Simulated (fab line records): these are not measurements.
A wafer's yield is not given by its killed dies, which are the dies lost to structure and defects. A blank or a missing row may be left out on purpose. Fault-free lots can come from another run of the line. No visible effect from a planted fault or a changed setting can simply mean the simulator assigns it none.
Chamber matching	flow n5_finfet	N5_BEOL_M1_DESCUM_16 on rie_diel-03: 3 sister chambers
The step chemistry O2, time 7 s. 16 wafers are shown with their chamber, then 5 later ones without.

EACH WAFER AND ITS CHAMBER
wafer	chamber	throttle_valve_pct (%)	drypump_motor_current_A (A)	oes_product_au (a.u.)
L074.1	2	20.76	5.6	0.81
L074.2	0	20.39	5.9	0.73
L074.5	3	20.77	5.9	0.70
L076.1	0	20.40	5.9	0.73
L076.2	2	20.77	5.6	0.80
L076.3	3	20.75	5.9	0.69
L077.3	0	20.39	5.9	0.73
L077.4	2	20.77	5.6	0.79
L077.5	0	20.40	5.9	0.74
L079.2	3	20.78	5.9	0.69
L079.3	0	20.41	5.9	0.73
L079.4	3	20.79	5.9	0.69
L080.2	3	20.78	5.9	0.69
L080.3	2	20.79	5.7	0.79
L080.4	2	20.78	5.7	0.79
L091.1	2	20.83	5.6	0.76

SIGNATURES (averages over the wafers above)
reading	chamber 0	chamber 2	chamber 3	scatter within a chamber
throttle_valve_pct	20.3980	20.7833	20.7740	0.0183
drypump_motor_current_A	5.900	5.633	5.900	0.032
oes_product_au	0.7320	0.7900	0.6920	0.011
Rule: a wafer's distance from a chamber is the root of the sum, over the readings, of the square of ((its reading less the chamber's mean) divided by the reading's scatter). The wafer belongs to the nearest chamber; if the next one is less than 2 further off, it can't be placed. The scatter is the square root of a quotient: the sum, over the shown wafers, of each reading's squared deviation from its chamber's mean, divided by wafers minus chambers.

WAFERS WHOSE CHAMBER IS MISSING
wafer	throttle_valve_pct (%)	drypump_motor_current_A (A)	oes_product_au (a.u.)
L091.6	20.45	5.9	0.71
L092.2	20.82	5.9	0.67
L092.5	20.82	5.6	0.76
L096.1	20.83	5.6	0.75
L096.5	20.45	5.9	0.70

CHAMBER TAKEN BY EACH
wafer	from the rows above	in truth
L091.6	0	0
L092.2	3	3
L092.5	2	2
L096.1	2	2
L096.5	0	0
Placed correctly: 5 of 5. Left unplaced by these rows: 0. Number placed wrongly: 0.
